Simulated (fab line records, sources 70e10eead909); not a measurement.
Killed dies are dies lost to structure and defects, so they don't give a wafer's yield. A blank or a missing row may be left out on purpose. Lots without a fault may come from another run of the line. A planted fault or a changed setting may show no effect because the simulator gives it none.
fab line records | flow nand_harc
record lots=23 wafers=69 last_day=33
route steps=1302 shown P_BONDPAD@376 A_ZERO_WELL@401 A_CHANNEL_HOLE_D1@466 A_CHANNEL_FILL_D1@494
lots that met no fault: from a run of the same line without faults
start_h: hours from the record's first day to the start of the lot's first wafer shown | wait_h: hours since the lot's step before | " the same as in the row above | L1.1+2: a row that stands for several wafers | - no value, or no start given | * or withheld: withheld | < > ~ a bound
route shown NAME@n: a module of which the file shows steps, and the number in the route of the first | usual: mean/standard deviation of fault-free wafers | same: alike in all rows | chamber/n: place in a boat | sites: the reading at each site | _std_site: their standard deviation | _edge_site: outer sites' mean less inner sites' | radius_mm: how far each site lies from the wafer's centre | mask NAME#n: copy n | behind: the tool/chamber that last shaped the wafer | hold: why the lot was held/for how many hours/how that ended | device: the transistor (n, p or np) that didn't switch | end of line: the same wafers' tests at the end of the route | a step without rows: its recipe alone | killed: dies lost to structure and defects at the first sort, not the wafer's yield | map: a wafer's dies, x killed, . not, _ none there
set.NAME: the setting as run; set.NAME@STEP: as run at that earlier step | model.NAME: the simulator's own value behind a step, which no gauge read
steps of the route over a sample of lots; a table a step, a row a wafer
services: from which hour (start_h, from the record's first day; less than 0 if before it) a tool's chamber was out of use, for how many hours, and why
## steps
# step NHARC_P_BONDPAD_PVD_17
# recipe target_thk_a=50 bias_v=168.6 power_w=15000 chamber_pressure_pa=0.12 time_s=8.06 substrate_temp_c=50 material=TaN
# usual throttle_valve_pct=30.1/1
# columns lot.wafer tool chamber start_h wait_h throttle_valve_pct
L074.4 pvd_sputter-03 - - - 29.1
L074.5 " - " " 32.0
L074.6 " - " " 29.7
L075.2 pvd_sputter-02 - - - 30.6
L075.3 " - " " 31.3
L075.6 " - " " 31.1
L076.4 pvd_sputter-01 - - - 29.5
L076.1 " - " " 28.5
L076.5 " - " " 29.6
L077.4 pvd_sputter-03 - - - 29.6
L077.2 " - " " 28.8
L077.5 " - " " 29.9
L078.1 pvd_sputter-02 - - - 30.0
L078.4 " - " " 29.0
L078.5 " - " " 30.7
L079.2 pvd_sputter-03 - - - 29.9
L079.3 " - " " 30.2
L079.1 " - " " 31.8
L080.2 pvd_sputter-01 - - - 29.3
L080.6 " - " " 28.7
L080.5 " - " " 31.1
L081.1 pvd_sputter-02 - - - 31.0
L081.6 " - " " 31.1
L081.5 " - " " 29.8
L083.2 pvd_sputter-02 - - - 29.1
L083.3 " - " " 31.1
L083.5 " - " " 29.7
L084.3 pvd_sputter-01 - - - 29.5
L084.2 " - " " 28.6
L084.6 " - " " 30.8
L085.4 pvd_sputter-01 - - - 31.1
L085.1 " - " " 29.7
L085.3 " - " " 28.5
L086.4 pvd_sputter-03 - - - 29.4
L086.3 " - " " 30.2
L086.1 " - " " 31.4
L087.4 pvd_sputter-03 - - - 29.4
L087.6 " - " " 30.2
L087.5 " - " " 31.4
L088.2 pvd_sputter-01 - - - 31.9
L088.4 " - " " 29.8
L088.5 " - " " 31.8
L090.2 pvd_sputter-03 - - - 29.5
L090.1 " - " " 29.9
L090.6 " - " " 31.4
L089.4 pvd_sputter-01 - - - 31.5
L089.2 " - " " 31.1
L089.6 " - " " 27.8
L091.2 pvd_sputter-02 - - - 29.0
L091.1 " - " " 29.8
L091.6 " - " " 30.2
L092.4 pvd_sputter-02 - - - 29.9
L092.3 " - " " 29.6
L092.5 " - " " 30.1
L094.2 pvd_sputter-01 - - - 31.4
L094.1 " - " " 30.1
L094.6 " - " " 31.5
L093.3 pvd_sputter-02 - - - 29.4
L093.4 " - " " 29.2
L093.5 " - " " 30.0
L095.2 pvd_sputter-02 - - - 30.3
L095.6 " - " " 29.5
L095.5 " - " " 28.9
L096.1 pvd_sputter-01 - - - 28.1
L096.3 " - " " 31.1
L096.6 " - " " 27.9
L097.4 pvd_sputter-03 - - - 30.0
L097.3 " - " " 32.0
L097.6 " - " " 29.4
# step NHARC_A_ZERO_WELL_CD_MEAS_10
# recipe target_cd_nm=2000 landing_energy_ev=500
# usual cd_nm=1999.7/1.9
# same landing_energy_ev=500
# columns lot.wafer tool chamber start_h wait_h cd_nm
L074.4 cd_sem-01 0 144.86 - 1998.4
L074.5 " 0 " " 1999.7
L074.6 " 0 " " 1999.9
L075.2 cd_sem-02 0 151.52 - 2001.9
L075.3 " 0 " " 2002.6
L075.6 " 0 " " 2001.1
L076.1 cd_sem-01 0 153.76 - 1996.4
L076.4 " 0 " " 1996.7
L076.5 " 0 " " 1995.8
L077.2 cd_sem-01 0 165.28 - 2002.3
L077.4 " 0 " " 2001.1
L077.5 " 0 " " 1999.3
L078.1 cd_sem-01 0 179.33 - 2000.9
L078.4 " 0 " " 2001.3
L078.5 " 0 " " 2003.0
L079.1 cd_sem-03 0 185.96 - 1997.0
L079.2 " 0 " " 1999.4
L079.3 " 0 " " 1998.8
L080.2 cd_sem-03 0 198.64 - 2000.5
L080.5 " 0 " " 2001.2
L080.6 " 0 " " 2000.9
L081.1 cd_sem-03 0 208.15 - 1999.5
L081.5 " 0 " " 1999.3
L081.6 " 0 " " 1995.8
L083.2 cd_sem-02 0 230.19 - 2000.5
L083.3 " 0 " " 1996.5
L083.5 " 0 " " 2000.4
L084.2 cd_sem-03 0 242.81 - 1998.5
L084.3 " 0 " " 1998.8
L084.6 " 0 " " 1997.3
L085.1 cd_sem-02 0 247.96 - 2000.0
L085.3 " 0 " " 1999.3
L085.4 " 0 " " 1999.0
L086.1 cd_sem-02 0 254.25 - 1997.3
L086.3 " 0 " " 1999.3
L086.4 " 0 " " 2001.3
L087.4 cd_sem-02 0 264.81 - 2000.6
L087.5 " 0 " " 1998.7
L087.6 " 0 " " 2000.6
L088.2 cd_sem-01 0 290.26 - 1999.7
L088.4 " 0 " " 1999.7
L088.5 " 0 " " 1997.3
L090.1 cd_sem-03 0 296.97 - 2000.1
L090.2 " 0 " " 1998.3
L090.6 " 0 " " 2000.0
L089.2 cd_sem-02 0 298.59 - 2002.2
L089.4 " 0 " " 2003.7
L089.6 " 0 " " 2001.7
L091.1 cd_sem-03 0 309.53 - 2002.5
L091.2 " 0 " " 1999.5
L091.6 " 0 " " 2000.4
L092.3 cd_sem-01 0 327.26 - 1997.0
L092.4 " 0 " " 1999.0
L092.5 " 0 " " 1998.5
L094.1 cd_sem-03 0 334.46 - 1998.4
L094.2 " 0 " " 1998.9
L094.6 " 0 " " 2001.5
L093.3 cd_sem-01 0 334.83 - 2001.0
L093.4 " 0 " " 2004.0
L093.5 " 0 " " 2002.4
L095.2 cd_sem-01 0 346.05 - 1999.4
L095.5 " 0 " " 2001.2
L095.6 " 0 " " 1999.6
L096.1 cd_sem-02 0 356.46 - 1998.7
L096.3 " 0 " " 1999.4
L096.6 " 0 " " 1997.3
L097.3 cd_sem-02 0 365.54 - 2000.3
L097.4 " 0 " " 2001.8
L097.6 " 0 " " 2000.9
# step NHARC_A_ZERO_WELL_ETCH_19
# recipe target_depth_a=800 overetch_a=240 time_s=87.88 ion_energy_ev=200 n2_flow_sccm=150 h2_flow_sccm=150 ar_flow_sccm=0 rf_w=400 bias_w=150 chemistry=N2/H2
# usual chamber_pressure_mTorr=30.003/0.029 drypump_motor_current_A=5.6/0.48 oes_product_au=1.005/0.009 rf_vpp_V=431.7/2.7 showerhead_plenum_p_Torr=2.08/0.091 throttle_valve_pct=14.172/0.0088
# columns lot.wafer tool chamber start_h wait_h chamber_pressure_mTorr drypump_motor_current_A oes_product_au rf_hours_counter_h rf_vpp_V showerhead_plenum_p_Torr throttle_valve_pct
L074.4 rie_diel-13 1 145.09 0.1 29.963 6.1 0.988 24 431.6 2.11 14.171
L074.5 " 1 " " 30.006 6.0 0.993 - 432.4 2.11 14.187
L074.6 " 2 " " 30.038 6.0 0.996 - 432.4 2.15 14.162
L075.3 rie_diel-05 0 151.78 0.1 30.006 4.7 1.016 26 435.3 2.21 14.173
L075.2 " 1 " " 29.912 4.7 1.015 27 430.2 2.05 14.172
L075.6 " 3 " " 30.006 5.8 1.013 - 432.9 2.11 14.167
L076.4 rie_diel-13 0 154.01 0.1 29.983 5.8 0.988 27 431.4 2.05 14.158
L076.1 " 2 " " 29.997 6.0 1.007 25 434.3 2.14 14.161
L076.5 " 0 " " 30.038 5.8 0.990 - 430.7 2.05 14.173
L077.4 rie_diel-05 2 165.52 0.1 30.037 5.9 0.984 30 430.2 2.08 14.156
L077.2 " 1 " " 30.050 4.8 1.012 30 429.6 2.05 14.170
L077.5 " 2 " " 30.011 5.9 0.993 - 433.3 2.08 14.169
L078.4 rie_diel-13 0 179.57 0.1 29.951 5.8 1.016 0 430.2 2.05 14.161
L078.1 " 2 " " 30.015 6.0 1.012 0 434.0 2.14 14.174
L078.5 " 0 " " 29.969 5.8 1.010 - 431.2 2.05 14.170
L079.3 rie_diel-09 0 186.20 0.1 29.948 5.8 0.985 1 427.1 1.93 14.182
L079.1 " 1 " " 30.044 6.0 1.008 1 427.4 1.94 14.181
L079.2 " 2 " " 30.018 5.9 0.997 1 433.8 2.17 14.173
L080.2 rie_diel-09 3 198.89 0.1 29.995 5.4 1.008 1 435.6 2.20 14.182
L080.5 " 1 " " 30.056 6.1 1.016 - 428.7 1.94 14.182
L080.6 " 2 " " 29.962 5.9 0.994 - 433.5 2.17 14.175
L081.1 rie_diel-05 0 208.40 0.1 29.982 4.6 0.998 40 436.7 2.20 14.169
L081.6 " 3 " " 30.000 5.8 1.017 - 431.3 2.10 14.187
L081.5 " 0 " " 29.988 4.6 0.997 - 435.6 2.20 14.182
L083.3 rie_diel-09 2 230.44 0.1 30.002 5.9 0.991 2 434.5 2.17 14.182
L083.2 " 1 " " 30.015 6.0 0.992 3 428.2 1.94 14.167
L083.5 " 3 " " 30.038 5.4 1.006 - 433.8 2.20 14.166
L084.3 rie_diel-05 2 243.06 0.1 30.009 5.9 1.012 0 429.0 2.07 14.187
L084.2 " 3 " " 29.983 5.8 1.003 0 432.4 2.10 14.175
L084.6 " 1 " " 30.030 4.7 1.016 - 431.0 2.04 14.194
L085.1 rie_diel-09 3 248.27 0.1 29.930 5.4 1.003 4 434.9 2.20 14.178
L085.4 " 1 " " 30.000 6.0 1.006 - 428.4 1.94 14.168
L085.3 " 3 " " 29.983 5.4 1.002 - 434.2 2.20 14.169
L086.3 rie_diel-05 0 254.50 0.1 30.023 4.7 1.003 3 435.3 2.20 14.164
L086.4 " 1 " " 30.004 4.7 1.006 3 429.8 2.04 14.159
L086.1 " 3 " " 29.985 5.7 1.013 2 431.9 2.10 14.176
L087.4 rie_diel-05 0 265.07 0.1 30.023 4.7 1.010 6 434.8 2.20 14.177
L087.5 " 1 " " 29.986 4.8 1.010 - 430.9 2.04 14.167
L087.6 " 2 " " 30.033 5.9 1.017 - 431.9 2.07 14.177
L088.4 rie_diel-09 1 290.50 0.1 30.051 6.1 0.999 5 428.6 1.93 14.163
L088.2 " 2 " " 30.003 5.9 1.003 4 435.3 2.17 14.166
L088.5 " 1 " " 29.975 6.0 0.994 - 428.0 1.93 14.179
L090.1 rie_diel-05 1 297.24 0.1 30.057 4.7 1.004 22 430.0 2.04 14.164
L090.2 " 2 " " 29.994 5.9 1.009 20 431.6 2.07 14.179
L090.6 " 0 " " 30.041 4.6 0.999 - 434.3 2.19 14.167
L089.2 rie_diel-13 0 298.83 0.1 29.966 5.8 0.996 23 429.4 2.04 14.158
L089.4 " 2 " " 30.010 6.0 0.989 23 433.1 2.14 14.163
L089.6 " 3 " " 29.977 5.2 0.999 - 433.2 2.10 14.180
L091.1 rie_diel-13 0 309.78 0.1 29.972 5.8 1.020 24 430.6 2.04 14.176
L091.2 " 1 " " 30.007 6.1 0.999 24 431.8 2.10 14.163
L091.6 " 0 " " 30.054 5.8 1.018 - 429.8 2.04 14.144
L092.3 rie_diel-13 2 327.49 0.1 29.967 6.0 1.001 26 433.4 2.13 14.174
L092.4 " 0 " " 30.003 5.8 1.009 26 431.2 2.04 14.171
L092.5 " 3 " " 29.986 5.2 1.018 - 430.7 2.10 14.177
L094.1 rie_diel-05 1 334.72 0.1 29.964 4.8 1.012 35 429.9 2.03 14.166
L094.2 " 0 " " 29.968 4.7 1.004 31 434.9 2.19 14.177
L094.6 " 0 " " 29.985 4.7 1.001 - 434.2 2.19 14.183
L093.3 rie_diel-13 3 335.07 0.1 30.002 5.2 1.003 27 433.0 2.10 14.191
L093.4 " 1 " " 30.032 6.1 0.998 28 431.5 2.10 14.181
L093.5 " 2 " " 30.006 6.0 1.002 - 432.8 2.13 14.172
L095.2 rie_diel-09 0 346.31 0.1 30.023 5.8 1.017 0 427.7 1.93 14.179
L095.5 " 1 " " 29.983 6.0 1.001 - 427.3 1.93 14.186
L095.6 " 2 " " 29.980 5.9 1.018 - 434.8 2.17 14.169
L096.1 rie_diel-09 0 356.70 0.1 30.037 5.8 1.012 0 427.4 1.93 14.146
L096.3 " 1 " " 29.986 6.0 1.007 1 428.3 1.93 14.169
L096.6 " 0 " " 30.057 5.8 1.003 - 427.8 1.93 14.167
L097.3 rie_diel-09 0 365.77 0.1 29.974 5.8 1.012 1 427.1 1.93 14.171
L097.4 " 2 " " 29.979 5.9 1.013 1 433.9 2.17 14.172
L097.6 " 0 " " 29.996 5.8 1.009 - 426.9 1.93 14.174
# step NHARC_A_CHANNEL_HOLE_D1_ETCH_38
# recipe target_depth_a=390 over_etch_frac=0.3 time_s=65 ion_energy_ev=80 cf4_flow_sccm=150 ar_flow_sccm=0 rf_w=300 bias_w=100 chemistry=CF4
# usual chamber_pressure_mTorr=50.01/0.075 drypump_motor_current_A=5.9/0.41 oes_product_au=0.999/0.0073 rf_vpp_V=151.3/0.97 showerhead_plenum_p_Torr=1.76/0.048 throttle_valve_pct=13.285/0.0097
# columns lot.wafer tool chamber start_h wait_h chamber_pressure_mTorr drypump_motor_current_A oes_product_au rf_hours_counter_h rf_vpp_V showerhead_plenum_p_Torr throttle_valve_pct
L074.4 rie_diel-01 3 184.07 0.1 50.07 5.8 1.001 - 151.8 1.73 13.283
L074.5 " 0 " " 50.02 6.3 1.007 - 151.3 1.76 13.276
L074.6 " 2 " " 50.03 6.3 0.996 - 152.0 1.82 13.292
L076.1 rie_diel-01 1 192.09 0.1 50.05 5.7 1.002 11 150.6 1.74 13.277
L076.4 " 2 " " 50.03 6.3 1.008 12 154.1 1.82 13.284
L076.5 " 0 " " 49.93 6.3 1.012 - 151.3 1.76 13.291
L075.2 rie_diel-01 0 193.39 0.1 50.03 6.3 0.999 13 152.4 1.76 13.279
L075.3 " 1 " " 50.04 5.7 1.000 12 151.3 1.74 13.264
L075.6 " 0 " " 50.02 6.3 1.006 - 152.3 1.76 13.302
L077.2 rie_diel-02 1 211.36 0.1 50.00 6.0 0.989 56 154.0 1.89 13.288
L077.4 " 2 " " 49.93 5.7 1.009 60 150.5 1.80 13.284
L077.5 " 1 " " 49.95 6.0 0.984 - 153.9 1.89 13.282
L078.4 rie_diel-01 2 219.41 0.1 49.97 6.3 1.007 1 153.3 1.82 13.297
L078.1 " 3 " " 49.92 5.8 0.994 0 150.8 1.73 13.294
L078.5 " 2 " " 49.98 6.3 0.992 - 152.2 1.82 13.274
L079.1 rie_diel-08 3 225.52 0.5 50.02 5.9 0.998 7 150.5 1.79 13.280
L079.2 " 0 " " 49.95 5.2 0.989 8 150.8 1.78 13.301
L079.3 " 2 " " 49.91 5.1 1.002 7 151.3 1.81 13.292
L080.2 rie_diel-01 0 238.85 0.1 50.02 6.3 1.004 2 150.4 1.76 13.295
L080.5 " 2 " " 49.94 6.3 1.007 - 152.2 1.82 13.291
L080.6 " 3 " " 50.03 5.8 0.993 - 150.1 1.73 13.292
L081.1 rie_diel-01 3 254.66 0.1 50.12 5.8 0.998 3 150.7 1.73 13.271
L081.6 " 0 " " 50.07 6.3 1.003 - 152.0 1.76 13.274
L081.5 " 1 " " 49.97 5.7 1.009 - 151.0 1.74 13.284
L083.3 rie_diel-08 2 271.53 0.1 49.98 5.0 0.996 26 150.8 1.81 13.276
L083.2 " 0 " " 49.95 5.2 0.991 29 151.3 1.77 13.299
L083.5 " 2 " " 49.96 5.0 0.994 - 151.1 1.81 13.285
L084.3 rie_diel-01 1 284.42 0.1 49.93 5.7 1.004 6 152.0 1.74 13.283
L084.2 " 2 " " 49.98 6.3 1.014 6 152.3 1.82 13.282
L084.6 " 2 " " 49.90 6.3 1.008 - 153.1 1.82 13.296
L085.4 rie_diel-01 0 289.35 0.1 50.07 6.3 1.000 7 151.9 1.75 13.275
L085.3 " 1 " " 50.02 5.7 0.991 7 150.9 1.74 13.289
L085.1 " 2 " " 50.00 6.3 1.002 7 152.6 1.82 13.288
L086.1 rie_diel-01 1 295.80 0.1 49.97 5.7 1.006 7 150.9 1.74 13.288
L086.3 " 2 " " 50.00 6.3 1.006 7 152.1 1.82 13.275
L086.4 " 0 " " 49.96 6.3 0.989 8 152.4 1.75 13.292
L087.4 rie_diel-01 1 305.79 0.1 50.06 5.7 1.010 8 150.5 1.74 13.288
L087.6 " 1 " " 50.01 5.7 1.000 - 151.0 1.74 13.297
L087.5 " 2 " " 49.96 6.2 1.005 - 151.2 1.82 13.275
L088.2 rie_diel-01 0 334.37 0.1 50.04 6.3 0.989 11 150.9 1.75 13.286
L088.4 " 1 " " 49.94 5.7 1.001 9 152.6 1.74 13.299
L088.5 " 0 " " 49.92 6.3 0.990 - 151.3 1.75 13.309
L090.2 rie_diel-01 0 338.68 0.1 49.98 6.3 0.994 11 150.0 1.75 13.284
L090.1 " 1 " " 49.90 5.7 1.000 10 150.6 1.74 13.300
L090.6 " 3 " " 50.00 5.8 0.991 - 150.5 1.73 13.292
L089.2 rie_diel-08 2 338.83 0.1 50.01 5.0 1.002 42 150.5 1.80 13.298
L089.4 " 3 " " 50.02 5.9 1.001 48 152.0 1.78 13.270
L089.6 " 1 " " 50.02 5.7 1.005 - 150.2 1.64 13.300
L091.1 rie_diel-08 0 350.36 0.1 50.07 5.2 0.992 52 151.6 1.76 13.291
L091.2 " 3 " " 50.07 5.9 0.996 54 149.7 1.78 13.280
L091.6 " 0 " " 50.07 5.3 0.990 - 151.5 1.76 13.296
L092.3 rie_diel-01 3 365.13 0.1 50.03 5.8 1.013 13 150.5 1.72 13.277
L092.4 " 2 " " 50.01 6.3 1.010 13 151.7 1.82 13.279
L092.5 " 3 " " 49.99 5.8 1.008 - 150.6 1.72 13.286
L093.4 rie_diel-01 2 372.17 0.1 50.03 6.3 1.017 14 152.6 1.82 13.295
L093.3 " 3 " " 50.01 5.8 0.996 14 151.2 1.72 13.290
L093.5 " 2 " " 49.96 6.3 1.012 - 152.2 1.82 13.281
L094.1 rie_diel-01 2 372.21 0.1 49.96 6.2 1.009 14 151.2 1.82 13.280
L094.2 " 0 " " 49.99 6.3 0.994 14 151.8 1.75 13.284
L094.6 " 3 " " 50.05 5.8 0.995 - 151.2 1.72 13.287
L095.2 rie_diel-02 0 389.68 0.1 50.01 4.9 1.006 57 153.7 1.84 13.277
L095.6 " 0 " " 50.02 4.9 0.989 - 151.3 1.84 13.274
L095.5 " 1 " " 50.05 6.1 0.991 - 153.4 1.87 13.281
L096.3 rie_diel-01 3 394.55 0.1 50.04 5.8 1.001 0 150.6 1.72 13.270
L096.1 " 0 " " 49.98 6.3 1.002 0 151.6 1.75 13.286
L096.6 " 3 " " 50.05 5.8 0.996 - 151.4 1.72 13.282
L097.3 rie_diel-01 1 405.33 0.1 50.00 5.7 0.993 2 150.0 1.74 13.275
L097.4 " 2 " " 50.02 6.3 0.995 2 151.3 1.82 13.260
L097.6 " 0 " " 49.96 6.3 0.999 - 151.0 1.75 13.295
# step NHARC_A_CHANNEL_HOLE_D1_ETCH_20
# recipe bias_v=3000 source_w=withheld pressure_mtorr=20 time_s=361.9 ar_flow_sccm=375 c4f8_flow_sccm=89.3 o2_flow_sccm=35.7 temp_c=-20 target_depth_a=16000 chemistry=C4F8/O2/Ar
# usual chamber_pressure_mTorr=20.000/0.017 drypump_motor_current_A=6.09/0.28 showerhead_plenum_p_Torr=3.67/0.081 throttle_valve_pct=32.154/0.0088
# columns lot.wafer tool chamber start_h wait_h chamber_pressure_mTorr drypump_motor_current_A rf_hours_counter_h showerhead_plenum_p_Torr throttle_valve_pct
L074.4 har_etch-01 0 185.55 0.2 19.989 6.47 - 3.71 32.151
L074.6 " 0 " " 19.993 6.42 - 3.71 32.142
L074.5 " 1 " " 20.006 6.17 - 3.74 32.169
L076.1 har_etch-02 1 193.35 0.1 20.011 5.98 302 3.57 32.150
L076.4 " 1 " " 20.004 5.99 - 3.57 32.167
L076.5 " 1 " " 20.023 5.96 - 3.57 32.141
L075.2 har_etch-01 0 194.97 0.1 19.986 6.42 92 3.71 32.162
L075.3 " 0 " " 19.998 6.40 - 3.71 32.150
L075.6 " 1 " " 19.972 6.18 - 3.73 32.158
L077.2 har_etch-01 0 212.68 0.1 20.000 6.42 100 3.70 32.156
L077.4 " 0 " " 20.000 6.43 - 3.70 32.155
L077.5 " 1 " " 20.020 6.15 - 3.73 32.157
L078.1 har_etch-02 1 220.66 0.1 20.027 5.96 318 3.56 32.144
L078.4 " 1 " " 20.004 5.98 - 3.56 32.146
L078.5 " 0 " " 19.987 5.65 - 3.69 32.158
L079.1 har_etch-01 0 227.68 0.1 19.985 6.43 107 3.70 32.153
L079.2 " 1 " " 20.004 6.15 107 3.72 32.165
L079.3 " 0 " " 19.997 6.49 - 3.70 32.148
L080.2 har_etch-02 0 240.57 0.1 20.013 5.71 329 3.68 32.147
L080.6 " 0 " " 20.011 5.66 - 3.68 32.155
L080.5 " 1 " " 20.001 5.95 - 3.56 32.171
L081.1 har_etch-01 1 255.89 0.1 19.980 6.19 122 3.71 32.144
L081.6 " 0 " " 19.971 6.43 - 3.69 32.150
L081.5 " 1 " " 19.971 6.14 - 3.71 32.162
L083.2 har_etch-01 0 272.72 0.1 20.017 6.41 134 3.68 32.146
L083.3 " 0 " " 20.011 6.42 - 3.68 32.169
L083.5 " 1 " " 19.990 6.22 - 3.71 32.151
L084.2 har_etch-01 1 287.49 0.1 19.994 6.17 142 3.70 32.161
L084.3 " 0 " " 19.952 6.42 - 3.68 32.155
L084.6 " 0 " " 20.004 6.37 - 3.68 32.157
L085.1 har_etch-02 1 295.09 0.1 20.005 5.99 359 3.54 32.150
L085.4 " 0 " " 20.009 5.71 - 3.67 32.166
L085.3 " 1 " " 20.010 5.96 - 3.54 32.154
L086.1 har_etch-02 1 299.20 0.1 19.994 5.96 363 3.54 32.131
L086.4 " 1 " " 19.986 5.96 - 3.54 32.143
L086.3 " 0 " " 19.995 5.65 - 3.66 32.147
L087.4 har_etch-01 1 307.10 0.2 19.999 6.19 - 3.69 32.150
L087.5 " 1 " " 20.016 6.18 - 3.69 32.157
L087.6 " 0 " " 20.028 6.40 - 3.67 32.152
L088.2 har_etch-01 1 335.56 0.1 19.975 6.15 169 3.69 32.160
L088.4 " 1 " " 20.022 6.19 - 3.69 32.145
L088.5 " 0 " " 20.014 6.46 - 3.67 32.160
L090.1 har_etch-02 1 341.70 0.1 20.052 5.99 386 3.53 32.149
L090.2 " 0 " " 20.003 5.67 386 3.65 32.149
L090.6 " 0 " " 20.012 5.70 - 3.65 32.148
L089.2 har_etch-01 1 343.91 0.1 20.025 6.16 177 3.68 32.156
L089.4 " 1 " " 19.987 6.14 - 3.68 32.157
L089.6 " 0 " " 19.976 6.45 - 3.66 32.154
L091.1 har_etch-02 1 351.71 0.1 20.022 5.95 393 3.52 32.156
L091.2 " 0 " " 19.967 5.72 393 3.65 32.157
L091.6 " 1 " " 19.992 5.96 - 3.52 32.160
L092.3 har_etch-01 1 370.87 0.2 19.997 6.19 - 3.68 32.139
L092.4 " 0 " " 20.006 6.53 - 3.65 32.156
L092.5 " 1 " " 19.991 6.20 - 3.68 32.149
L093.3 har_etch-01 0 375.05 0.2 20.009 6.45 - 3.65 32.150
L093.4 " 1 " " 19.979 6.19 - 3.67 32.154
L093.5 " 1 " " 20.000 6.13 - 3.67 32.166
L094.2 har_etch-02 1 375.71 0.1 19.997 6.00 408 3.52 32.152
L094.1 " 0 " " 20.013 5.64 408 3.64 32.156
L094.6 " 1 " " 19.963 5.99 - 3.52 32.152
L095.2 har_etch-01 1 393.49 0.1 20.004 6.20 207 3.67 32.166
L095.6 " 0 " " 20.026 6.41 - 3.65 32.155
L095.5 " 1 " " 19.990 6.19 - 3.67 32.157
L096.1 har_etch-02 0 396.90 0.1 20.004 5.68 0 3.64 32.153
L096.3 " 1 " " 19.988 5.98 - 3.93 32.161
L096.6 " 0 " " 20.022 5.68 - 3.64 32.156
L097.4 har_etch-02 0 407.51 0.2 19.998 5.67 - 3.63 32.161
L097.3 " 1 " " 19.998 6.02 - 3.93 32.162
L097.6 " 1 " " 19.980 5.98 - 3.93 32.152
# step NHARC_A_CHANNEL_FILL_D1_ALD_14
# recipe target_thk_a=25 pulse_time_s=10 ald_cycles=25 temp_c=300 material=SiO2
# usual heater_power_outer_w=248/23 heater_power_w=445/41 precursor_pulse_height_rel=1.000/0.02
# columns lot.wafer tool chamber start_h wait_h heater_power_outer_w heater_power_w precursor_pulse_height_rel
L074.4 ald_hk-02 3 198.43 0.2 244 398 1.025
L074.6 " 0 " " 241 461 0.998
L074.5 " 1 " " 270 445 1.032
L076.4 ald_hk-03 2 206.20 0.1 234 400 0.959
L076.1 " 3 " " 201 405 0.959
L076.5 " 1 " " 291 482 1.000
L075.2 ald_hk-03 2 206.38 0.3 232 394 1.033
L075.3 " 0 " " 233 421 1.011
L075.6 " 3 " " 202 401 0.984
L077.2 ald_hk-03 1 227.71 0.0 299 494 1.000
L077.4 " 3 " " 221 415 1.003
L077.5 " 1 " " 296 499 0.993
L078.1 ald_hk-02 1 233.45 0.0 262 433 1.025
L078.4 " 3 " " 242 410 0.997
L078.5 " 2 " " 263 487 0.976
L079.2 ald_hk-02 1 240.52 0.1 266 450 1.007
L079.3 " 2 " " 269 505 1.000
L079.1 " 3 " " 237 423 1.005
L080.2 ald_hk-02 3 253.45 0.0 241 405 1.027
L080.6 " 3 " " 236 397 1.001
L080.5 " 0 " " 238 454 0.982
L081.1 ald_hk-01 2 269.79 0.1 256 462 1.008
L081.6 " 1 " " 277 550 0.982
L081.5 " 2 " " 249 474 1.024
L083.3 ald_hk-01 2 285.99 0.0 251 463 0.983
L083.2 " 0 " " 280 460 0.991
L083.5 " 3 " " 239 431 1.006
L084.2 ald_hk-03 3 300.31 0.0 226 420 1.044
L084.3 " 0 " " 226 445 1.006
L084.6 " 0 " " 230 447 1.039
L085.1 ald_hk-02 0 307.90 0.1 240 453 0.994
L085.4 " 1 " " 265 433 1.011
L085.3 " 2 " " 266 501 1.012
L086.3 ald_hk-03 2 313.36 0.2 225 391 0.989
L086.1 " 3 " " 225 424 0.978
L086.4 " 0 " " 223 434 1.006
L087.4 ald_hk-02 0 319.80 0.1 236 444 0.986
L087.5 " 3 " " 242 409 0.977
L087.6 " 0 " " 233 450 0.967
L088.4 ald_hk-01 1 348.42 0.1 279 537 0.984
L088.2 " 2 " " 245 445 1.025
L088.5 " 3 " " 219 399 0.973
L090.2 ald_hk-01 3 354.50 0.0 212 391 1.018
L090.1 " 1 " " 278 558 0.987
L090.6 " 3 " " 218 400 0.997
L089.2 ald_hk-01 3 359.85 0.2 216 410 1.023
L089.4 " 2 " " 246 467 0.991
L089.6 " 3 " " 216 402 0.964
L091.1 ald_hk-03 0 364.57 0.0 231 428 0.968
L091.2 " 3 " " 232 418 1.007
L091.6 " 1 " " 302 515 0.977
L092.4 ald_hk-02 2 383.52 0.0 265 495 1.033
L092.3 " 0 " " 236 448 0.985
L092.5 " 2 " " 268 503 1.016
L094.1 ald_hk-01 2 387.71 0.0 246 463 1.014
L094.2 " 0 " " 258 440 1.031
L094.6 " 2 " " 245 457 0.994
L093.3 ald_hk-02 3 387.80 0.1 234 379 0.989
L093.4 " 0 " " 232 452 0.990
L093.5 " 2 " " 269 497 1.047
L095.2 ald_hk-02 0 406.26 0.1 235 436 0.976
L095.5 " 3 " " 230 387 0.999
L095.6 " 0 " " 230 448 0.981
L096.1 ald_hk-03 1 409.88 0.0 286 470 0.991
L096.3 " 2 " " 230 406 1.001
L096.6 " 2 " " 237 406 1.000
L097.3 ald_hk-02 1 420.30 0.1 278 462 1.022
L097.4 " 2 " " 261 503 1.006
L097.6 " 0 " " 233 459 1.022
## services
# columns tool chamber start_h hours kind
rie_diel-09 3 119.65 7.7 repair
ald_hk-02 - 122.88 0.5 repair
rie_diel-01 - 130.92 1.2 repair
rie_diel-09 - 143.10 9.0 pm
rie_diel-01 1 160.13 15.5 repair
ald_hk-02 - 171.32 10.0 pm
rie_diel-01 1 180.69 8.6 repair
rie_diel-01 2 193.12 6.9 repair
rie_diel-01 - 203.80 9.0 pm
rie_diel-09 0 217.04 7.0 repair
rie_diel-09 0 224.60 40.6 repair
rie_diel-05 - 232.06 9.0 pm
rie_diel-09 1 237.58 6.7 repair
rie_diel-09 2 239.99 12.1 repair
pvd_sputter-02 - 241.41 9.2 repair
rie_diel-09 - 246.21 0.8 repair
pvd_sputter-01 - 250.30 10.0 pm
rie_diel-01 3 282.50 2.4 repair
pvd_sputter-02 - 286.42 10.0 pm
rie_diel-01 1 318.02 9.3 repair
ald_hk-02 - 349.32 10.0 pm
har_etch-02 - 379.78 17.0 pm
rie_diel-01 - 380.80 9.0 pm
har_etch-01 - 418.72 2.4 repair
## key
fault none
